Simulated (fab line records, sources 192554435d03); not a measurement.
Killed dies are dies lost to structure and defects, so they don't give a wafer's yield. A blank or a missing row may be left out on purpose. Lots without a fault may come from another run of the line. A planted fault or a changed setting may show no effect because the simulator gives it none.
Chamber matching | flow n5_finfet | N5_BEOL_M12_DEP_53 on pecvd-03: 3 sister chambers
The step deposits SiCN from 3MS/NH3, target thk 30 nm, time 10.5 s. 3 wafers are shown with their chamber, then 8 later ones without.

WAFERS WITH THEIR CHAMBER
wafer  | chamber | throttle_valve_pct (%)
L085.4 | 1       | 20.9
L085.5 | 0       | 18.1
L090.3 | 2       | 17.6

WAFERS WITHOUT THEIR CHAMBER
wafer  | throttle_valve_pct (%)
L090.5 | 17.4
L090.6 | 17.8
L092.2 | 18.0
L092.4 | 21.0
L092.6 | 17.6
L095.1 | 20.9
L095.4 | 17.9
L095.5 | 17.6

WHICH CHAMBER EACH WENT THROUGH
wafer  | from the rows above     | in truth
L090.5 | 2                       | 2
L090.6 | can't be placed: 2 or 0 | 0
L092.2 | 0                       | 0
L092.4 | 1                       | 1
L092.6 | 2                       | 2
L095.1 | 1                       | 1
L095.4 | can't be placed: 0 or 2 | 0
L095.5 | 2                       | 2
Placed correctly: 6 of 8. Can't be placed from these rows: 2 (the true chamber is among the candidates in 2). Placed wrongly: 0.
How it was worked out, from the rows above alone: a wafer's distance from a chamber is the root of the sum, over the readings, of the square of ((its reading less the chamber's mean) divided by the reading's scatter). The wafer belongs to the nearest chamber; if the next one is less than 2 further off, it can't be placed. A chamber's mean is the mean of its shown wafers. The scatter: with one shown wafer a chamber, the root of the mean of the squares of how far each hidden wafer lies from its nearest shown one.
